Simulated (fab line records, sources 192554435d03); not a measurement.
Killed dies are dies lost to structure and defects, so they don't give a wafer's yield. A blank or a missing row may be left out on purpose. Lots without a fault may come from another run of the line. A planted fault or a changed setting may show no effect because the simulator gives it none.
fab line records | flow n5_finfet
record lots=7 wafers=21
route steps=1938 shown PASSIVATION@1922
start_h: hours from the record's first day to the start of the lot's first wafer shown | wait_h: hours since the lot's step before | " the same as in the row above | L1.1+2: a row that stands for several wafers | - no value, or no start given | * or withheld: withheld | < > ~ a bound
route shown NAME@n: a module of which the file shows steps, and the number in the route of the first | usual: mean/standard deviation of fault-free wafers | same: alike in all rows | chamber/n: place in a boat | sites: the reading at each site | _std_site: their standard deviation | _edge_site: outer sites' mean less inner sites' | radius_mm: how far each site lies from the wafer's centre | mask NAME#n: copy n | behind: the tool/chamber that last shaped the wafer | hold: why the lot was held/for how many hours/how that ended | device: the transistor (n, p or np) that didn't switch | end of line: the same wafers' tests at the end of the route | a step without rows: its recipe alone | killed: dies lost to structure and defects at the first sort, not the wafer's yield | map: a wafer's dies, x killed, . not, _ none there
set.NAME: the setting as run; set.NAME@STEP: as run at that earlier step | model.NAME: the simulator's own value behind a step, which no gauge read
lots whose settings were changed on purpose; a table a step, a row a wafer
## steps
# step N5_PASSIVATION_PEB_42
# recipe peb_temp_c=withheld peb_time_s=*
# columns lot.wafer tool chamber start_h wait_h set.peb_time_s
L076.1 litho_track-04 0 294.75 0.1 *
L076.3+5 " 0 " " *
L085.3 litho_track-04 0 351.09 0.0 *
L085.4+6 " 0 " " *
L086.1+2 litho_track-04 0 351.56 0.1 *
L086.3 " 0 " " *
L090.3 litho_track-05 0 380.98 0.0 *
L090.4+5 " 0 " " *
L092.2+6 litho_track-05 0 408.51 0.0 *
L092.3 " 0 " " *
L095.4+5+6 litho_track-02 0 413.52 0.0 *
L097.1+4 litho_track-05 0 439.87 0.1 *
L097.5 " 0 " " *
# step N5_PASSIVATION_DEVELOP_43
# recipe develop_time_s=60 rinse_liquid=diw dry=air_spin dev_temp_c=21
# step N5_PASSIVATION_HARDBAKE_45
# recipe temp_c=130 time_s=120
# step N5_PASSIVATION_CD_MEAS_44
# recipe target_cd_nm=40000 landing_energy_ev=500 detector=se_inlens
# usual cd_nm=39999/3
# columns lot.wafer tool chamber start_h wait_h set.peb_time_s@PASSIVATION_PEB_42 cd_nm
L076.1 cd_sem-02 0 294.87 - * 40012
L076.3 " 0 " " * 40003
L076.5 " 0 " " * 39999
L085.3 cd_sem-02 0 351.21 - * 39998
L085.4 " 0 " " * 40006
L085.6 " 0 " " * 40011
L086.1 cd_sem-02 0 351.68 - * 39995
L086.2 " 0 " " * 39997
L086.3 " 0 " " * 39998
L090.3 cd_sem-03 0 381.10 - * 40001
L090.4 " 0 " " * 40011
L090.5 " 0 " " * 40009
L092.2 cd_sem-02 0 408.63 - * 39996
L092.3 " 0 " " * 39997
L092.6 " 0 " " * 40001
L095.4 cd_sem-02 0 413.65 - * 39996
L095.5 " 0 " " * 39997
L095.6 " 0 " " * 39997
L097.1 cd_sem-03 0 439.99 - * 39990
L097.4 " 0 " " * 39992
L097.5 " 0 " " * 40000
## key
split step=N5_PASSIVATION_PEB_42 setting=peb_time_s stated=* by=wafer
response step=N5_PASSIVATION_CD_MEAS_44 reading=cd_nm change=+0.555 per=1% r=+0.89
